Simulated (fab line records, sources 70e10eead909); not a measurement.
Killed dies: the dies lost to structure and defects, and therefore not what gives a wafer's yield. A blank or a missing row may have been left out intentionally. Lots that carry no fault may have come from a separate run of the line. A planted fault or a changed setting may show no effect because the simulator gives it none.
fab line records | flow nand-harc
record: lots: 5 | wafers: 15 | last-day: 32
route steps=1302 shown A_CONTACT@990
lots with no fault: from the same line, run without faults
start-h: hours from the record's first day to the start of the lot's first wafer shown | wait-h: how many hours have passed since the lot's step before this one | " same as the row above | L1.1+2: a single row standing in for several wafers | - value missing, or start not given | * or withheld: withheld | < > ~ a bound
route shown NAME@n: NAME is a module with steps in the file, n the number in the route of the first one | usual: mean and standard deviation over wafers with no fault | same: alike in all rows | chamber/n: place in a boat | sites: the reading at each site | _std_site: standard deviation across them | _edge_site: inner sites' mean taken away from outer sites' mean | radius-mm: for every site, how far away it sits from the centre of the wafer | mask NAME#n: copy n | behind: tool/chamber where the wafer was last shaped | hold: cause of the lot's hold/its duration in hours/its outcome | device: transistor that didn't switch, given as n, p or np | end of line: at the end of the route, the tests of the same wafers | a step with no rows: only its recipe | killed: the dies lost at the first sort to structure and to defects; this is not the yield of the wafer | map: per-die view of a wafer (x killed, . not killed, _ where there is no die)
set.NAME: the run value of the setting; set.NAME@STEP: its run value at that earlier step | model.NAME: the simulator's own value behind a step, which no gauge read
lots seen at some steps along the route; tables by step, rows by wafer
services: from which hour (start-h, from the record's first day; less than 0 if before it) a tool's chamber was out of use, for how many hours, and why
== steps ==
step: NHARC_A_CONTACT_COAT_35
recipe: temp-c: 225 | time-s: 65
usual: plate-temp-C: 224.99/0.14
lot.wafer | tool           | chamber | start-h | wait-h | plate-temp-C
L076.1    | litho-track-04 | 0       | -       | -      | 225.23
L076.4    | "              | 0       | "       | "      | 224.98
L076.6    | "              | 0       | "       | "      | 225.09
L086.1    | litho-track-01 | 0       | -       | -      | 225.04
L086.2    | "              | 0       | "       | "      | 225.16
L086.3    | "              | 0       | "       | "      | 224.89
L091.2    | litho-track-01 | 0       | -       | -      | 224.96
L091.4    | "              | 0       | "       | "      | 225.00
L091.6    | "              | 0       | "       | "      | 225.11
L092.2    | litho-track-06 | 0       | -       | -      | 225.10
L092.4    | "              | 0       | "       | "      | 225.06
L092.6    | "              | 0       | "       | "      | 224.93
L093.1    | litho-track-04 | 0       | -       | -      | 225.07
L093.2    | "              | 0       | "       | "      | 225.10
L093.6    | "              | 0       | "       | "      | 225.03
step: NHARC_A_CONTACT_COAT_36
recipe: spin-rpm: 1500 | resist-thk-nm: 90
usual: spin-speed-rpm: 1499.8/0.95
lot.wafer | tool           | chamber | start-h | wait-h | spin-speed-rpm
L076.1    | litho-track-04 | 0       | -       | -      | 1499.8
L076.4    | "              | 0       | "       | "      | 1500.3
L076.6    | "              | 0       | "       | "      | 1498.9
L086.1    | litho-track-01 | 0       | -       | -      | 1499.0
L086.2    | "              | 0       | "       | "      | 1500.1
L086.3    | "              | 0       | "       | "      | 1499.5
L091.2    | litho-track-01 | 0       | -       | -      | 1498.7
L091.4    | "              | 0       | "       | "      | 1499.2
L091.6    | "              | 0       | "       | "      | 1500.2
L092.2    | litho-track-06 | 0       | -       | -      | 1500.5
L092.4    | "              | 0       | "       | "      | 1499.5
L092.6    | "              | 0       | "       | "      | 1499.1
L093.1    | litho-track-04 | 0       | -       | -      | 1498.3
L093.2    | "              | 0       | "       | "      | 1499.8
L093.6    | "              | 0       | "       | "      | 1500.4
step: NHARC_A_CONTACT_SOFTBAKE_37
recipe: temp-c: 105 | time-s: 55
usual: plate-temp-C: 105.03/0.11
lot.wafer | tool           | chamber | start-h | wait-h | plate-temp-C
L076.1    | litho-track-04 | 0       | -       | -      | 104.96
L076.4    | "              | 0       | "       | "      | 105.03
L076.6    | "              | 0       | "       | "      | 105.09
L086.1    | litho-track-01 | 0       | -       | -      | 105.22
L086.2    | "              | 0       | "       | "      | 105.19
L086.3    | "              | 0       | "       | "      | 105.09
L091.2    | litho-track-01 | 0       | -       | -      | 105.03
L091.4    | "              | 0       | "       | "      | 105.00
L091.6    | "              | 0       | "       | "      | 104.89
L092.2    | litho-track-06 | 0       | -       | -      | 105.17
L092.4    | "              | 0       | "       | "      | 105.05
L092.6    | "              | 0       | "       | "      | 105.08
L093.1    | litho-track-04 | 0       | -       | -      | 104.93
L093.2    | "              | 0       | "       | "      | 105.01
L093.6    | "              | 0       | "       | "      | 104.97
step: NHARC_A_CONTACT_EBR_38
lot.wafer  | tool           | chamber | start-h | wait-h
L076.1+4+6 | litho-track-04 | 0       | -       | -
L086.1+2+3 | litho-track-01 | 0       | -       | -
L091.2+4+6 | litho-track-01 | 0       | -       | -
L092.2+4+6 | litho-track-06 | 0       | -       | -
L093.1+2+6 | litho-track-04 | 0       | -       | -
step: NHARC_A_CONTACT_EXPOSE_39
recipe: na: 1.35 | sigma-outer: 0.8 | dose-mj: 58.79 | mask-id: A_CC_3
usual: reticle-temp-C: 23.02/0.11
lot.wafer | tool            | chamber | start-h | wait-h | mask     | reticle-temp-C
L076.1    | arfi-scanner-03 | 0       | 507.67  | -      | A_CC_3#0 | 23.34
L076.4    | "               | 0       | "       | "      | A_CC_3#0 | 23.12
L076.6    | "               | 0       | "       | "      | A_CC_3#0 | 22.95
L086.1    | arfi-scanner-03 | 0       | 608.81  | -      | A_CC_3#0 | 23.09
L086.2    | "               | 0       | "       | "      | A_CC_3#0 | 23.12
L086.3    | "               | 0       | "       | "      | A_CC_3#0 | 23.00
L091.2    | arfi-scanner-01 | 0       | 660.14  | -      | A_CC_3#0 | 22.86
L091.4    | "               | 0       | "       | "      | A_CC_3#0 | 22.86
L091.6    | "               | 0       | "       | "      | A_CC_3#0 | 22.96
L092.2    | arfi-scanner-03 | 0       | 668.79  | -      | A_CC_3#0 | 22.97
L092.4    | "               | 0       | "       | "      | A_CC_3#0 | 22.94
L092.6    | "               | 0       | "       | "      | A_CC_3#0 | 22.92
L093.1    | arfi-scanner-02 | 0       | 683.82  | -      | A_CC_3#0 | 23.22
L093.2    | "               | 0       | "       | "      | A_CC_3#0 | 23.00
L093.6    | "               | 0       | "       | "      | A_CC_3#0 | 23.19
step: NHARC_A_CONTACT_PEB_40
recipe: peb-temp-c: 100 | peb-time-s: 65
usual: plate-temp-C: 100.00/0.12
lot.wafer | tool           | chamber | start-h | wait-h | plate-temp-C
L076.1    | litho-track-04 | 0       | 507.73  | 0.1    | 99.93
L076.4    | "              | 0       | "       | "      | 100.01
L076.6    | "              | 0       | "       | "      | 100.28
L086.1    | litho-track-06 | 0       | 608.87  | 0.1    | 100.19
L086.2    | "              | 0       | "       | "      | 99.94
L086.3    | "              | 0       | "       | "      | 100.00
L091.2    | litho-track-06 | 0       | 660.20  | 0.1    | 100.04
L091.4    | "              | 0       | "       | "      | 100.00
L091.6    | "              | 0       | "       | "      | 100.29
L092.2    | litho-track-04 | 0       | 668.85  | 0.1    | 100.01
L092.4    | "              | 0       | "       | "      | 99.98
L092.6    | "              | 0       | "       | "      | 100.05
L093.1    | litho-track-04 | 0       | 683.88  | 0.1    | 100.01
L093.2    | "              | 0       | "       | "      | 99.97
L093.6    | "              | 0       | "       | "      | 100.01
step: NHARC_A_CONTACT_DEVELOP_41
recipe: develop-time-s: 35 | dev-temp-c: 23
lot.wafer  | tool           | chamber | start-h | wait-h
L076.1+4+6 | litho-track-04 | 0       | -       | -
L086.1+2+3 | litho-track-06 | 0       | -       | -
L091.2+4+6 | litho-track-06 | 0       | -       | -
L092.2+4+6 | litho-track-04 | 0       | -       | -
L093.1+2+6 | litho-track-04 | 0       | -       | -
step: NHARC_A_CONTACT_CD_MEAS_42
recipe: target-cd-nm: 300 | landing-energy-ev: 500
usual: cd-nm: 299.8/0.51
lot.wafer | tool      | chamber | start-h | wait-h | cd-nm
L076.1    | cd-sem-01 | 0       | 507.81  | -      | 300.5
L076.4    | "         | 0       | "       | "      | 299.5
L076.6    | "         | 0       | "       | "      | 300.7
L086.1    | cd-sem-01 | 0       | 608.95  | -      | 299.6
L086.2    | "         | 0       | "       | "      | 299.1
L086.3    | "         | 0       | "       | "      | 299.4
L091.2    | cd-sem-02 | 0       | 660.28  | -      | 299.2
L091.4    | "         | 0       | "       | "      | 299.5
L091.6    | "         | 0       | "       | "      | 300.0
L092.2    | cd-sem-02 | 0       | 668.94  | -      | 299.9
L092.4    | "         | 0       | "       | "      | 299.4
L092.6    | "         | 0       | "       | "      | 299.3
L093.1    | cd-sem-03 | 0       | 683.96  | -      | 298.8
L093.2    | "         | 0       | "       | "      | 299.5
L093.6    | "         | 0       | "       | "      | 299.9
step: NHARC_A_CONTACT_OVL_MEAS_43
usual: overlay-x-nm: 0.1/0.79 | overlay-y-nm: 0.1/0.67
lot.wafer | tool       | chamber | start-h | wait-h | overlay-x-nm | overlay-y-nm
L076.1    | overlay-02 | -       | 507.90  | -      | 1.0          | -0.4
L076.4    | "          | -       | "       | "      | 1.1          | -0.9
L076.6    | "          | -       | "       | "      | 1.1          | -0.3
L086.1    | overlay-02 | -       | 609.04  | -      | 0.5          | 0.4
L086.2    | "          | -       | "       | "      | 1.5          | 0.2
L086.3    | "          | -       | "       | "      | 1.2          | 0.0
L091.2    | overlay-02 | -       | 660.37  | -      | -1.2         | 1.0
L091.4    | "          | -       | "       | "      | -1.0         | 1.1
L091.6    | "          | -       | "       | "      | -1.4         | 1.0
L092.2    | overlay-02 | -       | 669.03  | -      | -0.2         | 1.0
L092.4    | "          | -       | "       | "      | -0.8         | 0.6
L092.6    | "          | -       | "       | "      | -1.2         | 1.4
L093.1    | overlay-02 | -       | 684.05  | -      | -0.2         | -0.8
L093.2    | "          | -       | "       | "      | -0.7         | -0.8
L093.6    | "          | -       | "       | "      | -0.8         | -0.7
step: NHARC_A_CONTACT_INSPECT_44
usual: raw-defect-count: 90/33
lot.wafer | tool              | chamber | start-h | wait-h | raw-defect-count
L076.1    | defect-inspect-02 | -       | 507.94  | 0.0    | 153
L076.4    | "                 | -       | "       | "      | 140
L076.6    | "                 | -       | "       | "      | 171
L086.1    | defect-inspect-01 | -       | 609.07  | 0.0    | 70
L086.2    | "                 | -       | "       | "      | 58
L086.3    | "                 | -       | "       | "      | 70
L091.2    | defect-inspect-01 | -       | 660.40  | 0.0    | 62
L091.4    | "                 | -       | "       | "      | 45
L091.6    | "                 | -       | "       | "      | 59
L092.2    | defect-inspect-02 | -       | 669.06  | 0.0    | 119
L092.4    | "                 | -       | "       | "      | 96
L092.6    | "                 | -       | "       | "      | 122
L093.1    | defect-inspect-02 | -       | 684.09  | 0.0    | 97
L093.2    | "                 | -       | "       | "      | 109
L093.6    | "                 | -       | "       | "      | 98
step: NHARC_A_CONTACT_DESCUM_47
recipe: time-s: 3 | o2-flow-sccm: 200 | ar-flow-sccm: 0 | bias-power-w: 0 | chemistry: O2
usual: drypump-motor-current-A: 5.8/0.44 | oes-product-au: 0.996/0.011 | rf-vpp-V: 58.0/1 | showerhead-plenum-p-Torr: 1.92/0.099 | throttle-valve-pct: 11.312/0.0091
lot.wafer | tool        | chamber | start-h | wait-h | drypump-motor-current-A | oes-product-au | rf-hours-counter-h | rf-vpp-V | showerhead-plenum-p-Torr | throttle-valve-pct
L076.1    | rie-diel-05 | 3       | 508.00  | 0.1    | 5.8                     | 1.000          | 19                 | 57.7     | 1.95                     | 11.320
L076.4    | "           | 1       | "       | "      | 6.2                     | 1.003          | 17                 | 58.6     | 2.00                     | 11.329
L076.6    | "           | 0       | "       | "      | 6.0                     | 1.008          | -                  | 58.1     | 1.77                     | 11.328
L086.2    | rie-diel-12 | 3       | 609.13  | 0.1    | 5.7                     | 0.996          | 56                 | 58.2     | 1.95                     | 11.320
L086.3    | "           | 1       | "       | "      | 6.5                     | 1.012          | 52                 | 57.0     | 1.87                     | 11.304
L086.1    | "           | 2       | "       | "      | 5.1                     | 1.001          | 48                 | 58.5     | 2.06                     | 11.313
L091.2    | rie-diel-05 | 3       | 660.46  | 0.1    | 5.7                     | 0.992          | 11                 | 57.5     | 1.94                     | 11.322
L091.4    | "           | 2       | "       | "      | 5.8                     | 0.996          | 8                  | 58.4     | 1.86                     | 11.322
L091.6    | "           | 3       | "       | "      | 5.7                     | 0.982          | -                  | 56.8     | 1.94                     | 11.309
L092.4    | rie-diel-05 | 2       | 669.12  | 0.1    | 5.8                     | 0.992          | 10                 | 57.8     | 1.86                     | 11.323
L092.2    | "           | 0       | "       | "      | 6.0                     | 0.987          | 12                 | 57.5     | 1.77                     | 11.319
L092.6    | "           | 2       | "       | "      | 5.8                     | 0.987          | -                  | 59.5     | 1.86                     | 11.324
L093.2    | rie-diel-05 | 0       | 684.15  | 0.1    | 6.0                     | 0.984          | 17                 | 57.0     | 1.76                     | 11.315
L093.1    | "           | 1       | "       | "      | 6.2                     | 0.971          | 17                 | 57.6     | 1.99                     | 11.323
L093.6    | "           | 2       | "       | "      | 5.9                     | 0.986          | -                  | 57.8     | 1.85                     | 11.311
step: NHARC_A_CONTACT_ETCH_48
recipe: target-depth-a: 390 | over-etch-frac: 0.3 | time-s: 65 | ion-energy-ev: 80 | cf4-flow-sccm: 150 | ar-flow-sccm: 0 | rf-w: 300 | bias-w: 100 | chemistry: CF4
usual: drypump-motor-current-A: 5.8/0.44 | oes-product-au: 0.997/0.012 | rf-vpp-V: 151.4/1.3 | showerhead-plenum-p-Torr: 1.77/0.083 | throttle-valve-pct: 13.283/0.0095
lot.wafer | tool        | chamber | start-h | wait-h | drypump-motor-current-A | oes-product-au | rf-hours-counter-h | rf-vpp-V | showerhead-plenum-p-Torr | throttle-valve-pct
L076.1    | rie-diel-05 | 3       | 508.09  | 0.1    | 5.7                     | 1.008          | 19                 | 152.0    | 1.80                     | 13.281
L076.4    | "           | 0       | "       | "      | 6.0                     | 1.008          | 18                 | 148.9    | 1.65                     | 13.267
L076.6    | "           | 2       | "       | "      | 5.8                     | 0.986          | -                  | 150.5    | 1.73                     | 13.274
L086.1    | rie-diel-12 | 2       | 609.22  | 0.1    | 5.1                     | 1.010          | 48                 | 153.2    | 1.89                     | 13.270
L086.2    | "           | 3       | "       | "      | 5.7                     | 0.990          | 56                 | 151.9    | 1.80                     | 13.276
L086.3    | "           | 0       | "       | "      | 4.9                     | 1.008          | 56                 | 150.8    | 1.65                     | 13.283
L091.4    | rie-diel-05 | 1       | 660.60  | 0.1    | 6.2                     | 0.974          | 10                 | 152.7    | 1.84                     | 13.294
L091.2    | "           | 2       | "       | "      | 5.9                     | 0.980          | 8                  | 151.8    | 1.72                     | 13.281
L091.6    | "           | 3       | "       | "      | 5.7                     | 0.978          | -                  | 152.0    | 1.79                     | 13.296
L092.2    | rie-diel-05 | 1       | 669.22  | 0.1    | 6.2                     | 0.973          | 13                 | 152.3    | 1.84                     | 13.278
L092.4    | "           | 2       | "       | "      | 5.8                     | 0.994          | 10                 | 150.6    | 1.72                     | 13.281
L092.6    | "           | 3       | "       | "      | 5.7                     | 0.966          | -                  | 151.0    | 1.79                     | 13.299
L093.2    | rie-diel-05 | 0       | 684.25  | 0.1    | 6.0                     | 0.982          | 17                 | 149.3    | 1.64                     | 13.277
L093.1    | "           | 1       | "       | "      | 6.2                     | 0.990          | 17                 | 151.1    | 1.84                     | 13.279
L093.6    | "           | 2       | "       | "      | 5.8                     | 0.995          | -                  | 149.9    | 1.72                     | 13.295
step: NHARC_A_CONTACT_ETCH_49
recipe: target-depth-a: 2600 | over-etch-frac: 0.3 | time-s: 475.3 | ion-energy-ev: 200 | n2-flow-sccm: 150 | h2-flow-sccm: 150 | ar-flow-sccm: 0 | rf-w: 400 | bias-w: 150 | chemistry: N2/H2
usual: drypump-motor-current-A: 5.8/0.46 | oes-product-au: 0.997/0.012 | rf-vpp-V: 430.6/2.9 | showerhead-plenum-p-Torr: 2.04/0.1 | throttle-valve-pct: 14.171/0.0096
lot.wafer | tool        | chamber | start-h | wait-h | drypump-motor-current-A | oes-product-au | rf-hours-counter-h | rf-vpp-V | showerhead-plenum-p-Torr | throttle-valve-pct
L076.1    | rie-diel-05 | 0       | -       | -      | 6.0                     | 1.004          | 18                 | 426.8    | 1.89                     | 14.170
L076.4    | "           | 1       | "       | "      | 6.2                     | 0.988          | 17                 | 432.6    | 2.14                     | 14.156
L076.6    | "           | 0       | "       | "      | 6.0                     | 0.999          | -                  | 425.8    | 1.89                     | 14.152
L086.2    | rie-diel-12 | 2       | -       | -      | 5.1                     | 1.013          | 48                 | 434.5    | 2.20                     | 14.179
L086.1    | "           | 3       | "       | "      | 5.7                     | 0.992          | 56                 | 431.6    | 2.08                     | 14.178
L086.3    | "           | 0       | "       | "      | 4.9                     | 1.006          | 56                 | 426.3    | 1.88                     | 14.175
L091.4    | rie-diel-05 | 0       | -       | -      | 6.0                     | 0.986          | 11                 | 426.4    | 1.88                     | 14.162
L091.2    | "           | 1       | "       | "      | 6.2                     | 0.973          | 10                 | 433.1    | 2.13                     | 14.170
L091.6    | "           | 2       | "       | "      | 5.9                     | 0.988          | -                  | 428.0    | 1.98                     | 14.163
L092.4    | rie-diel-05 | 1       | -       | -      | 6.2                     | 0.986          | 13                 | 434.9    | 2.13                     | 14.169
L092.2    | "           | 0       | "       | "      | 6.1                     | 0.969          | 12                 | 427.7    | 1.88                     | 14.174
L092.6    | "           | 2       | "       | "      | 5.9                     | 0.985          | -                  | 428.9    | 1.98                     | 14.182
L093.2    | rie-diel-05 | 2       | -       | -      | 5.9                     | 0.998          | 15                 | 428.5    | 1.97                     | 14.170
L093.1    | "           | 1       | "       | "      | 6.2                     | 0.978          | 17                 | 432.7    | 2.13                     | 14.171
L093.6    | "           | 2       | "       | "      | 5.9                     | 0.992          | -                  | 429.1    | 1.98                     | 14.167
step: NHARC_A_CONTACT_ETCH_50
recipe: target-depth-a: 1210 | time-s: 60.5 | cf4-flow-sccm: 100 | chf3-flow-sccm: 30 | ar-flow-sccm: 0 | rf-w: 500 | bias-w: 200 | chemistry: CF4/CHF3
usual: chf3-flow-sccm: 30.01/0.082 | drypump-motor-current-A: 5.8/0.45 | oes-product-au: 0.948/0.021 | rf-vpp-V: 370.6/2.7 | showerhead-plenum-p-Torr: 1.58/0.075 | throttle-valve-pct: 16.803/0.0092
lot.wafer | tool        | chamber | start-h | wait-h | chf3-flow-sccm | drypump-motor-current-A | oes-product-au | rf-hours-counter-h | rf-vpp-V | showerhead-plenum-p-Torr | throttle-valve-pct
L076.1    | rie-diel-05 | 2       | -       | -      | 30.01          | 5.9                     | 0.978          | 19                 | 369.4    | 1.54                     | 16.803
L076.4    | "           | 1       | "       | "      | 29.95          | 6.2                     | 0.968          | 17                 | 373.1    | 1.64                     | 16.810
L076.6    | "           | 3       | "       | "      | 29.85          | 5.7                     | 0.963          | -                  | 372.1    | 1.60                     | 16.802
L086.2    | rie-diel-12 | 3       | -       | -      | 30.23          | 5.7                     | 0.928          | 56                 | 371.6    | 1.60                     | 16.797
L086.3    | "           | 0       | "       | "      | 29.94          | 4.9                     | 0.923          | 57                 | 367.6    | 1.46                     | 16.812
L086.1    | "           | 1       | "       | "      | 29.95          | 6.5                     | 0.987          | 52                 | 370.3    | 1.54                     | 16.816
L091.2    | rie-diel-05 | 1       | -       | -      | 29.96          | 6.2                     | 0.929          | 11                 | 372.7    | 1.64                     | 16.801
L091.4    | "           | 2       | "       | "      | 30.11          | 5.9                     | 0.948          | 9                  | 369.3    | 1.53                     | 16.795
L091.6    | "           | 2       | "       | "      | 29.99          | 5.9                     | 0.950          | -                  | 370.4    | 1.53                     | 16.798
L092.4    | rie-diel-05 | 1       | -       | -      | 30.11          | 6.2                     | 0.948          | 13                 | 372.9    | 1.64                     | 16.817
L092.2    | "           | 0       | "       | "      | 30.02          | 6.0                     | 0.953          | 12                 | 366.9    | 1.46                     | 16.794
L092.6    | "           | 2       | "       | "      | 29.96          | 5.8                     | 0.952          | -                  | 370.0    | 1.53                     | 16.796
L093.2    | rie-diel-05 | 1       | -       | -      | 29.91          | 6.2                     | 0.940          | 18                 | 374.6    | 1.63                     | 16.819
L093.1    | "           | 0       | "       | "      | 30.12          | 6.0                     | 0.950          | 17                 | 367.9    | 1.46                     | 16.815
L093.6    | "           | 1       | "       | "      | 29.99          | 6.2                     | 0.943          | -                  | 371.3    | 1.63                     | 16.797
step: NHARC_A_CONTACT_ETCH_51
recipe: target-depth-a: 70000 | over-etch-frac: 0.3 | time-s: 1820 | ion-energy-ev: 150 | o2-flow-sccm: 400 | cos-flow-sccm: 20 | ar-flow-sccm: 0 | rf-w: 500 | bias-w: 300 | chemistry: O2/COS
usual: drypump-motor-current-A: 5.8/0.45 | oes-product-au: 0.996/0.011 | rf-vpp-V: 314.3/2.3 | showerhead-plenum-p-Torr: 3.13/0.15 | throttle-valve-pct: 28.330/0.0084
lot.wafer | tool        | chamber | start-h | wait-h | drypump-motor-current-A | oes-product-au | rf-hours-counter-h | rf-vpp-V | showerhead-plenum-p-Torr | throttle-valve-pct
L076.1    | rie-diel-05 | 1       | -       | -      | 6.2                     | 0.997          | 18                 | 315.9    | 3.26                     | 28.328
L076.4    | "           | 0       | "       | "      | 6.0                     | 1.002          | 19                 | 311.6    | 2.91                     | 28.333
L076.6    | "           | 2       | "       | "      | 5.9                     | 0.996          | -                  | 314.4    | 3.05                     | 28.312
L086.1    | rie-diel-12 | 2       | -       | -      | 5.1                     | 1.008          | 49                 | 317.3    | 3.35                     | 28.341
L086.2    | "           | 3       | "       | "      | 5.7                     | 1.001          | 57                 | 317.0    | 3.18                     | 28.335
L086.3    | "           | 0       | "       | "      | 4.9                     | 1.012          | 57                 | 311.2    | 2.90                     | 28.342
L091.2    | rie-diel-05 | 1       | -       | -      | 6.2                     | 0.979          | 11                 | 316.6    | 3.25                     | 28.329
L091.4    | "           | 3       | "       | "      | 5.8                     | 0.977          | 12                 | 315.7    | 3.17                     | 28.348
L091.6    | "           | 2       | "       | "      | 5.9                     | 0.985          | -                  | 312.7    | 3.03                     | 28.325
L092.2    | rie-diel-05 | 3       | -       | -      | 5.8                     | 0.980          | 13                 | 316.8    | 3.17                     | 28.333
L092.4    | "           | 0       | "       | "      | 6.0                     | 0.975          | 13                 | 310.5    | 2.89                     | 28.313
L092.6    | "           | 2       | "       | "      | 5.8                     | 0.988          | -                  | 312.7    | 3.03                     | 28.328
L093.1    | rie-diel-05 | 1       | -       | -      | 6.2                     | 0.981          | 18                 | 316.2    | 3.24                     | 28.334
L093.2    | "           | 0       | "       | "      | 6.0                     | 0.979          | 17                 | 309.2    | 2.89                     | 28.343
L093.6    | "           | 0       | "       | "      | 6.0                     | 0.974          | -                  | 311.2    | 2.89                     | 28.342
== services ==
tool            | chamber | start-h | hours | kind
arfi-scanner-02 | -       | 484.00  | 4.0   | pm
rie-diel-05     | 0       | 489.13  | -     | clean
rie-diel-05     | 1       | 489.13  | -     | clean
rie-diel-05     | 2       | 489.13  | -     | clean
rie-diel-05     | 3       | 489.13  | -     | clean
arfi-scanner-03 | -       | 493.23  | 6.1   | repair
arfi-scanner-02 | -       | 504.10  | 41.1  | repair
litho-track-01  | -       | 505.00  | 7.0   | pm
rie-diel-05     | 0       | 513.63  | -     | clean
rie-diel-05     | 1       | 513.63  | -     | clean
rie-diel-05     | 2       | 513.63  | -     | clean
rie-diel-05     | 3       | 513.63  | -     | clean
arfi-scanner-03 | -       | 520.04  | 7.7   | repair
litho-track-06  | -       | 529.00  | 7.0   | pm
arfi-scanner-03 | -       | 540.00  | 4.0   | pm
litho-track-04  | -       | 553.00  | 7.0   | pm
rie-diel-05     | -       | 583.60  | 9.0   | pm
arfi-scanner-02 | -       | 589.51  | 1.2   | repair
arfi-scanner-01 | -       | 596.00  | 4.0   | pm
arfi-scanner-03 | -       | 623.56  | 1.8   | repair
rie-diel-12     | -       | 625.42  | 9.0   | pm
arfi-scanner-02 | -       | 656.00  | 4.0   | pm
arfi-scanner-01 | -       | 662.92  | 1.1   | repair
litho-track-01  | -       | 680.00  | 7.0   | pm
== key ==
fault none
